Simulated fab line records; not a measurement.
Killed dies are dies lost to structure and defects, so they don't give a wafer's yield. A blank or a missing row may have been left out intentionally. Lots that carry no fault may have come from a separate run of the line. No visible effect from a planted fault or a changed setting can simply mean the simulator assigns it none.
fab line records    flow n5_finfet
record lots=8  wafers=23  last_day=20
route steps=1938 shown BEOL_M2@923 BEOL_M3@941 BEOL_M4@1111 PASSIVATION@1936
lots with no fault: from the same line, run without faults
start_h: hours from the record's opening day to when the first of the lot's shown wafers began    wait_h: how many hours have passed since the lot's step before this one    " same as the row above    L1.1+2: one row covering several wafers at once    - no value present, or no start provided    * or withheld: withheld    < > ~ a bound
route shown NAME@n: names a module that has steps shown in the file, with the first one's number in the route    usual: mean/standard deviation of fault-free wafers    same: alike in all rows    chamber/n: place in a boat    sites: the reading at each site    _std_site: standard deviation across them    _edge_site: the outer-site mean with the inner-site mean subtracted    radius_mm: how far each site lies from the wafer's centre    mask NAME#n: copy n    behind: the tool/chamber that last shaped the wafer    hold: reason for holding the lot/hours on hold/outcome of the hold    device: the transistor (n, p or np) that didn't switch    end of line: the route-end tests of the same wafers    where a step has no rows: the recipe by itself    killed: dies lost to structure and defects at the first sort, not the wafer's yield    map: a wafer's dies, x killed, . not, _ none there
set.NAME: the setting the step ran with; set.NAME@STEP: the setting that earlier step ran with    model.NAME: the simulator's own value behind a step, which no gauge read
one table for each step of the route and one row for each wafer, over a sample of lots
services: a tool's chamber out of use, with start hour (start_h, from the record's first day; less than 0 if before it), hours out, and reason
## steps
# step N5_BEOL_M2_CMP_52
# recipe stop_on=SiOC  t_overpolish_s=6.8  down_force_psi=1  platen_rpm=50  clearing_platen_down_force_psi=1.5  clearing_platen_rpm=50  post_cmp_clean=cu_alkaline  target_thk_nm=40  clearing_platen_pad_velocity_m_s=0.99484  pad_velocity_m_s=0.99484
# usual barrier_field_endpoint_s=24.5/0.64  head_pressure_psi=0.9995/0.0021  motor_current_A=6.1/0.61  overpolish_run_s=6.800/0.0092  slurry_filter_dp_kPa=13.49/0.14  time_to_endpoint_s=62/3.9
lot.wafer  tool    chamber  start_h  wait_h  barrier_field_endpoint_s  head_pressure_psi  motor_current_A  overpolish_run_s  slurry_filter_dp_kPa  time_to_endpoint_s
L390.3     cmp-01  2        171.34   0.2     25.5                      1.0014             6.1              6.792             13.45                 66
L390.5     "       0        "        "       25.2                      1.0002             6.9              6.804             13.41                 65
L390.6     "       1        "        "       24.8                      1.0017             5.4              6.797             13.58                 58
L391.4     cmp-01  2        172.48   0.2     25.1                      1.0014             5.9              6.793             13.35                 67
L391.5     "       1        "        "       23.6                      1.0020             5.6              6.790             13.49                 60
L394.4     cmp-03  0        184.40   0.1     23.4                      0.9999             6.4              6.806             13.50                 56
L394.1     "       3        "        "       24.2                      1.0017             6.2              6.801             13.57                 61
L394.6     "       0        "        "       24.6                      0.9996             6.5              6.794             13.48                 58
L396.2     cmp-01  0        213.60   0.2     23.6                      1.0013             6.7              6.825             13.68                 61
L396.4     "       1        "        "       24.4                      0.9985             5.4              6.803             13.30                 57
L396.3     "       2        "        "       24.2                      1.0037             6.0              6.808             13.21                 65
L403.2     cmp-01  0        236.42   0.3     23.6                      0.9966             7.1              6.793             13.51                 61
L403.1     "       1        "        "       23.4                      0.9979             5.2              6.799             13.59                 55
L403.6     "       2        "        "       24.9                      1.0002             5.6              6.783             13.53                 62
L401.2     cmp-02  3        243.83   0.3     23.9                      1.0017             5.8              6.810             13.28                 59
L401.4     "       0        "        "       24.7                      0.9950             7.7              6.793             13.59                 64
L401.6     "       1        "        "       25.2                      1.0000             6.1              6.816             13.66                 67
L407.3     cmp-03  0        274.02   0.2     24.4                      1.0007             6.7              6.790             13.38                 64
L407.1     "       1        "        "       24.4                      1.0005             6.0              6.797             13.36                 68
L407.5     "       1        "        "       25.4                      1.0019             6.2              6.798             13.41                 68
L412.4     cmp-03  3        302.97   0.2     25.5                      1.0011             6.4              6.787             13.47                 67
L412.1     "       1        "        "       24.6                      0.9960             6.0              6.816             13.40                 65
L412.6     "       3        "        "       25.1                      1.0053             6.1              6.803             13.53                 65
# step N5_BEOL_M3_EXPOSE_08
# recipe mask_id=M3  na=0.33  source_shape=dipole  sigma_inner=0.369  sigma_outer=0.767  polarization=unpolarized  dose_mj=33
# usual exposure_dose_mJ_cm2=32.90/0.043
lot.wafer  tool            chamber  start_h  wait_h  mask  exposure_dose_mJ_cm2
L390.3     euv_scanner-02  0        175.85   -       M3#0  32.85
L390.5     "               0        "        "       M3#0  32.89
L390.6     "               0        "        "       M3#0  32.92
L391.4     euv_scanner-02  0        176.09   -       M3#0  32.91
L391.5     "               0        "        "       M3#0  32.89
L394.1     euv_scanner-02  0        187.78   -       M3#0  32.99
L394.4     "               0        "        "       M3#0  32.93
L394.6     "               0        "        "       M3#0  32.95
L396.2     euv_scanner-01  0        217.08   -       M3#0  34.10
L396.3     "               0        "        "       M3#0  34.07
L396.4     "               0        "        "       M3#0  34.09
L403.1     euv_scanner-02  0        237.93   -       M3#0  32.92
L403.2     "               0        "        "       M3#0  32.89
L403.6     "               0        "        "       M3#0  32.97
L401.2     euv_scanner-01  0        245.69   -       M3#0  33.68
L401.4     "               0        "        "       M3#0  33.65
L401.6     "               0        "        "       M3#0  33.64
L407.1     euv_scanner-02  0        276.63   -       M3#0  32.93
L407.3     "               0        "        "       M3#0  32.86
L407.5     "               0        "        "       M3#0  32.85
L412.1     euv_scanner-02  0        306.46   -       M3#0  32.89
L412.4     "               0        "        "       M3#0  32.92
L412.6     "               0        "        "       M3#0  32.91
# step N5_BEOL_M3_CD_MEAS_11
# recipe target_cd_nm=17.05  landing_energy_ev=500  detector=se_inlens  polarity=opening
# usual cd_nm=17.12/0.22
lot.wafer  tool       chamber  start_h  wait_h  cd_nm
L390.3     cd_sem-03  0        175.97   -       17.12
L390.5     "          0        "        "       17.24
L390.6     "          0        "        "       17.28
L391.4     cd_sem-02  0        176.21   -       17.12
L391.5     "          0        "        "       17.02
L394.1     cd_sem-02  0        187.90   -       16.84
L394.4     "          0        "        "       17.25
L394.6     "          0        "        "       17.14
L396.2     cd_sem-01  0        217.21   -       17.79
L396.3     "          0        "        "       17.66
L396.4     "          0        "        "       17.99
L403.1     cd_sem-01  0        238.05   -       17.29
L403.2     "          0        "        "       17.36
L403.6     "          0        "        "       17.20
L401.2     cd_sem-03  0        245.82   -       17.43
L401.4     "          0        "        "       17.70
L401.6     "          0        "        "       17.83
L407.1     cd_sem-01  0        276.75   -       17.14
L407.3     "          0        "        "       17.26
L407.5     "          0        "        "       17.29
L412.1     cd_sem-02  0        306.59   -       16.78
L412.4     "          0        "        "       17.40
L412.6     "          0        "        "       16.81
# step N5_BEOL_M3_ETCH_63
# recipe chemistry=CF4  target=SiARC  target_depth_a=156  mask_material=CAR-EUV  time_s=26  ion_energy_ev=80  pressure_mtorr=40  source_w=545  bias_w=36  Ar_flow_sccm=100  cf4_flow_sccm=100  ends=cleared
# usual drypump_motor_current_A=5.6/0.34  etch_rf_on_time_s=26.1/0.95  oes_product_au=0.67/0.054  rf_vpp_V=183.9/1.2  showerhead_plenum_p_Torr=2.13/0.076  throttle_valve_pct=15.62/0.2
lot.wafer  tool         chamber  start_h  wait_h  drypump_motor_current_A  etch_rf_on_time_s  oes_product_au  rf_hours_counter_h  rf_vpp_V  showerhead_plenum_p_Torr  throttle_valve_pct
L390.3     rie_diel-02  1        176.14   0.0     5.4                      24.9               0.74            63                  185.0     2.26                      15.38
L390.5     "            0        "        "       5.5                      27.2               0.68            -                   183.8     2.07                      15.41
L390.6     "            3        "        "       5.7                      27.9               0.62            -                   183.4     2.03                      15.74
L391.4     rie_diel-03  1        176.38   0.0     6.5                      26.1               0.66            151                 184.9     2.15                      15.69
L391.5     "            3        "        "       4.9                      25.3               0.65            -                   185.4     2.22                      15.91
L394.1     rie_diel-03  1        188.08   0.0     6.5                      25.8               0.66            155                 183.5     2.15                      15.70
L394.4     "            2        "        "       5.4                      25.5               0.60            220                 184.2     2.18                      15.64
L394.6     "            0        "        "       6.0                      27.3               0.73            -                   184.2     2.19                      15.50
L396.2     rie_diel-02  0        217.38   0.0     5.5                      26.6               0.68            109                 182.4     2.07                      15.44
L396.3     "            2        "        "       5.6                      24.3               0.65            186                 184.1     2.14                      15.74
L396.4     "            3        "        "       5.7                      27.6               0.60            206                 183.4     2.02                      15.77
L403.1     rie_diel-02  2        238.23   0.0     5.5                      24.5               0.65            193                 184.2     2.14                      15.74
L403.2     "            1        "        "       5.4                      24.6               0.72            80                  185.6     2.26                      15.41
L403.6     "            3        "        "       5.7                      27.8               0.60            -                   182.6     2.02                      15.77
L401.2     rie_diel-02  3        246.11   0.0     5.7                      27.3               0.61            214                 181.3     2.02                      15.79
L401.4     "            0        "        "       5.5                      26.5               0.67            118                 183.2     2.06                      15.46
L401.6     "            0        "        "       5.5                      26.3               0.67            -                   184.8     2.06                      15.45
L407.1     rie_diel-06  1        277.09   0.0     5.4                      26.4               0.69            90                  184.6     2.17                      15.67
L407.3     "            2        "        "       5.9                      26.4               0.65            131                 181.3     1.99                      15.66
L407.5     "            2        "        "       5.9                      26.4               0.65            -                   182.3     1.99                      15.68
L412.1     rie_diel-02  1        306.77   0.0     5.4                      24.5               0.70            105                 185.5     2.25                      15.45
L412.4     "            1        "        "       5.4                      24.2               0.71            -                   184.4     2.25                      15.48
L412.6     "            0        "        "       5.5                      26.4               0.66            -                   183.1     2.06                      15.49
# step N5_BEOL_M3_ETCH_64
# recipe chemistry=N2/H2  target=SOC  target_depth_a=750  overetch_a=150  mask_material=SiARC  temp_c=40  time_s=112.5  ion_energy_ev=200  pressure_mtorr=30  source_w=840  bias_w=150  n2_flow_sccm=200  h2_flow_sccm=200
# usual drypump_motor_current_A=5.6/0.35  h2_flow_sccm=200.0/0.53  oes_product_au=0.62/0.051  rf_vpp_V=523.3/2.8  showerhead_plenum_p_Torr=2.52/0.09  throttle_valve_pct=17.82/0.19
lot.wafer  tool         chamber  start_h  wait_h  drypump_motor_current_A  h2_flow_sccm  oes_product_au  rf_hours_counter_h  rf_vpp_V  showerhead_plenum_p_Torr  throttle_valve_pct
L390.3     rie_diel-02  1        176.17   0.0     5.4                      200.1         0.67            63                  528.6     2.68                      17.50
L390.5     "            0        "        "       5.5                      199.9         0.64            -                   521.1     2.48                      17.79
L390.6     "            3        "        "       5.7                      200.3         0.59            -                   520.0     2.41                      17.86
L391.4     rie_diel-03  1        176.40   0.0     6.5                      198.8         0.61            151                 523.3     2.54                      17.69
L391.5     "            3        "        "       4.9                      200.5         0.59            -                   527.8     2.64                      18.21
L394.1     rie_diel-03  1        188.11   0.0     6.5                      200.8         0.61            155                 523.0     2.53                      17.71
L394.4     "            2        "        "       5.4                      200.0         0.54            220                 524.2     2.61                      17.89
L394.6     "            0        "        "       6.0                      199.8         0.69            -                   525.0     2.63                      18.00
L396.2     rie_diel-02  0        217.41   0.0     5.5                      200.2         0.64            109                 521.2     2.47                      17.82
L396.3     "            2        "        "       5.5                      199.4         0.59            186                 523.4     2.51                      17.77
L396.4     "            3        "        "       5.7                      200.2         0.58            206                 520.8     2.41                      17.90
L403.1     rie_diel-02  2        238.26   0.0     5.6                      199.4         0.58            193                 524.0     2.51                      17.79
L403.2     "            1        "        "       5.4                      200.6         0.65            80                  527.5     2.67                      17.54
L403.6     "            3        "        "       5.7                      199.5         0.58            -                   520.5     2.40                      17.90
L401.2     rie_diel-02  3        246.14   0.0     5.7                      199.6         0.58            214                 519.1     2.40                      17.93
L401.4     "            0        "        "       5.5                      200.5         0.63            118                 521.4     2.47                      17.85
L401.6     "            0        "        "       5.5                      200.0         0.63            -                   519.4     2.47                      17.85
L407.1     rie_diel-06  1        277.12   0.0     5.4                      200.3         0.64            90                  524.5     2.55                      17.65
L407.3     "            2        "        "       5.9                      200.5         0.62            131                 517.6     2.36                      17.92
L407.5     "            2        "        "       5.8                      199.5         0.61            -                   517.5     2.35                      17.93
L412.1     rie_diel-02  1        306.80   0.0     5.4                      199.2         0.63            105                 526.7     2.66                      17.58
L412.4     "            1        "        "       5.4                      199.7         0.63            -                   526.1     2.66                      17.58
L412.6     "            0        "        "       5.5                      200.1         0.61            -                   522.3     2.46                      17.86
# step N5_BEOL_M4_RC_MEAS_101
# usual DIBL_N=36.5/2.1  DIBL_P=36.6/2.6  IOFF_N=0.17/0.044  IOFF_P=0.21/0.048  ION_N=674/17  ION_P=462/9.5  SS_N=71.6/0.77  SS_P=73.5/0.72  VT_N=250/4.2  VT_P=-250/3.9
lot.wafer  tool       chamber  start_h  wait_h  DIBL_N[mV/V]  DIBL_P[mV/V]  IOFF_N[nA/um]  IOFF_P[nA/um]  ION_N[uA/um]  ION_P[uA/um]  SS_N[mV/dec]  SS_P[mV/dec]  VT_N[mV]  VT_P[mV]
L390.3     prober-02  0        217.95   0.3     33.3          32.4          0.09           0.16           644           452           70.7          71.9          259       -254
L390.5     "          0        "        "       38.8          39.3          0.19           0.26           676           469           71.5          74.8          250       -247
L390.6     "          0        "        "       31.5          30.2          0.08           0.13           636           452           70.1          72.3          262       -256
L391.4     prober-02  0        224.41   0.5     34.9          33.9          0.13           0.17           671           460           70.6          73.4          255       -254
L391.5     "          0        "        "       37.0          37.6          0.17           0.22           684           468           71.1          74.7          248       -252
L394.1     prober-02  0        236.60   0.0     34.7          35.1          0.13           0.16           675           459           70.9          73.1          255       -254
L394.4     "          0        "        "       36.8          38.1          0.17           0.21           687           468           71.0          73.9          249       -252
L394.6     "          0        "        "       32.4          33.0          0.10           0.15           657           460           70.7          71.7          254       -254
L396.2     prober-02  0        257.03   0.2     35.0          34.2          0.13           0.15           644           440           71.1          72.1          253       -258
L396.3     "          0        "        "       42.0          43.0          0.28           0.29           704           470           73.0          74.2          241       -251
L396.4     "          0        "        "       34.9          33.9          0.13           0.16           676           457           71.1          73.0          249       -253
L403.1     prober-02  0        277.93   0.0     34.3          33.9          0.12           0.15           659           451           71.0          73.1          258       -258
L403.2     "          0        "        "       36.0          37.2          0.16           0.21           688           466           71.6          73.3          249       -253
L403.6     "          0        "        "       36.1          37.2          0.15           0.21           662           455           71.7          74.1          251       -253
L401.2     prober-02  0        300.01   0.2     37.6          39.6          0.18           0.24           667           456           72.1          74.0          250       -249
L401.4     "          0        "        "       33.3          33.2          0.12           0.15           664           453           70.7          72.2          253       -255
L401.6     "          0        "        "       38.7          41.4          0.20           0.28           664           460           72.3          74.4          247       -250
L407.1     prober-01  0        323.65   0.0     36.8          35.2          0.14           0.17           642           446           71.7          73.2          255       -254
L407.3     "          0        "        "       39.7          40.8          0.23           0.27           699           477           72.2          73.9          247       -245
L407.5     "          0        "        "       41.3          41.4          0.27           0.28           686           459           73.6          74.2          246       -251
L412.1     prober-01  0        349.42   0.0     34.9          36.2          0.12           0.17           664           459           71.3          73.3          257       -256
L412.4     "          0        "        "       37.3          38.6          0.16           0.21           671           469           71.8          74.0          252       -251
L412.6     "          0        "        "       35.3          35.4          0.13           0.16           666           453           71.5          72.8          255       -258
# step N5_PASSIVATION_PROBE_49
# usual defect_limited_yield=91.2/1.5  killed_at_M0_to_M3=36/10  killed_at_M4_up=14/5.2  killed_at_contacts=12/6  killed_at_front_end=37/10  killed_at_other=4/3.3  killed_dies=104/18  killed_open=68/14  killed_short=34/7.4  sort_bin_4_leakage=0.01/0.04  sort_bin_5_function=5.2/1  sort_bin_6_memory=3.3/0.7  sort_bin_8_speed=0.01/0.045  sort_n_pass=1076/18  sort_yield_pct=91.2/1.5
# same gross_dies=1180  killed_at_back_side=0
lot.wafer  tool       chamber  start_h  wait_h  defect_limited_yield[%]  killed_at_M0_to_M3  killed_at_M4_up  killed_at_contacts  killed_at_front_end  killed_at_other  killed_dies  killed_open  killed_short  sort_bin_4_leakage[%]  sort_bin_5_function[%]  sort_bin_6_memory[%]  sort_bin_8_speed[%]  sort_n_pass  sort_yield_pct[%]
L396.2     prober-01  -        378.03   0.1     84.6                     112                 11               13                  42                   4                182          64           32            0                      9.5                     5.0                   0.51                 994          84.2
L396.3     prober-01  -        378.08   0.1     83.8                     111                 25               12                  39                   4                191          88           30            0.17                   9.9                     5.3                   0                    987          83.6
L396.4     prober-01  -        378.13   0.2     85.4                     103                 19               8                   37                   5                172          59           32            0                      9.2                     4.9                   0                    1008         85.4
L401.2     prober-02  -        419.64   0.1     90.5                     44                  12               25                  29                   2                112          55           36            0                      4.3                     4.7                   0                    1068         90.5
L401.4     prober-02  -        419.74   0.2     90.0                     41                  21               9                   43                   4                118          60           47            0                      5.5                     4.2                   0                    1062         90.0
L401.6     prober-02  -        419.84   0.3     90.2                     48                  21               17                  28                   2                116          75           28            0                      5.5                     4.2                   0                    1064         90.2
# killed by level:class
L396.2 BEOL_M3:area_expose=82 FIN_SAQP:geometric_particle:short=15 BEOL_M2:geometric_particle:open=13 FIN_SAQP:geometric_particle:open=11 MOL_CONTACT_COAG:geometric_particle:open=11 STI_FIN_REVEAL:geometric_particle:open=8 BEOL_M3:geometric_particle:open=6 BEOL_M0_SAQP:geometric_particle:short=4
L396.3 BEOL_M3:area_expose=72 BEOL_M4:geometric_particle:open=16 MOL_CONTACT_COAG:geometric_particle:open=10 BEOL_M0_SAQP:geometric_particle:open=9 BEOL_M2:geometric_particle:open=9 FIN_SAQP:geometric_particle:open=8 STI_FIN_REVEAL:geometric_particle:open=8 BEOL_M1:geometric_particle:open=7
L396.4 BEOL_M3:area_expose=79 STI_FIN_REVEAL:geometric_particle:open=8 BEOL_M0_SAQP:geometric_particle:short=7 MOL_CONTACT_COAG:geometric_particle:open=6 BEOL_M0_SAQP:geometric_particle:open=6 BEOL_M4:geometric_particle:open=6 DUMMY_GATE:geometric_particle:open=5 GATE_CUT:geometric_particle:short=5
L401.2 MOL_CONTACT_COAG:geometric_particle:open=20 BEOL_M3:area_expose=20 FIN_SAQP:geometric_particle:short=5 MOL_CONTACT_COAG:geometric_particle:short=5 BEOL_M0_SAQP:geometric_particle:open=5 BEOL_M3:geometric_particle:short=5 DUMMY_GATE:geometric_particle:open=4 BEOL_M5:geometric_particle:short=4
L401.4 FIN_SAQP:geometric_particle:open=13 BEOL_M3:area_expose=11 BEOL_M0_SAQP:geometric_particle:open=9 BEOL_M0_SAQP:geometric_particle:short=9 MOL_CONTACT_COAG:geometric_particle:open=6 BEOL_M5:geometric_particle:short=6 FIN_SAQP:geometric_particle:short=5 ILD0:geometric_particle:short=5
L401.6 MOL_CONTACT_COAG:geometric_particle:open=15 BEOL_M0_SAQP:geometric_particle:open=15 BEOL_M3:area_expose=13 DUMMY_GATE:geometric_particle:open=7 BEOL_M4:geometric_particle:open=7 BEOL_M3:geometric_particle:open=6 BEOL_M0_SAQP:geometric_particle:short=6 FIN_SAQP:geometric_particle:open=5
## services
tool            chamber  start_h  hours  kind
rie_diel-02     2        162.48   6.6    repair
rie_diel-06     3        163.11   4.1    repair
euv_scanner-01  -        169.38   1.0    pm
cmp-02          -        173.39   1.6    repair
rie_diel-03     3        200.07   23.7   repair
cmp-03          -        204.67   4.0    pm
euv_scanner-02  -        209.83   1.0    pm
cmp-03          -        216.66   0.9    repair
cmp-02          -        216.81   1.2    repair
cmp-01          -        217.37   1.1    repair
rie_diel-03     2        220.43   3.6    repair
euv_scanner-01  -        225.53   1.0    pm
rie_diel-02     3        230.01   2.4    repair
cmp-02          -        231.63   10.3   pm
cmp-03          -        244.00   1.0    repair
rie_diel-02     0        252.10   6.5    repair
euv_scanner-02  -        259.35   4.0    repair
cmp-02          -        259.41   4.0    pm
euv_scanner-02  -        263.37   4.6    pm
cmp-01          -        269.12   8.4    pm
euv_scanner-01  -        272.72   2.7    repair
cmp-01          -        278.95   0.5    repair
euv_scanner-01  -        281.68   1.0    pm
euv_scanner-01  -        292.69   4.6    pm
## key
first_sign step=N5_BEOL_M3_EXPOSE_08  reading=exposure_dose_mJ_cm2  direction=up  sigmas=23  usual=32.90  struck=33.87
effect step=N5_BEOL_M3_CD_MEAS_11  reading=cd_nm  direction=up  sigmas=2.8  usual=17.12  struck=17.73  through=control_loop
effect step=N5_PASSIVATION_PROBE_49  reading=killed_at_M0_to_M3  direction=up  sigmas=3.8  usual=36  struck=76  wafers_moved=3
more_kills_born_at N5_BEOL_M3_EXPOSE_08@euv_scanner-01=277
met_at N5_BEOL_M3_EXPOSE_08
struck_lots L396,L401
loop_trim step=N5_BEOL_M3_EXPOSE_08  setting=dose  lots=L401
not_acting_at N5_BEOL_M2_CMP_52,N5_BEOL_M3_ETCH_63,N5_BEOL_M3_ETCH_64
fault kind=process_parameter_drift  tool=euv_scanner-01  chamber=-  onset_h=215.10  steps=N5_BEOL_M3_EXPOSE_08  channel=dose_mj  offset=1.1902  shape=step  acts_in=these_recipes_only  stated=33
# loop_trim: a control loop set the setting to another value than it would have without faults
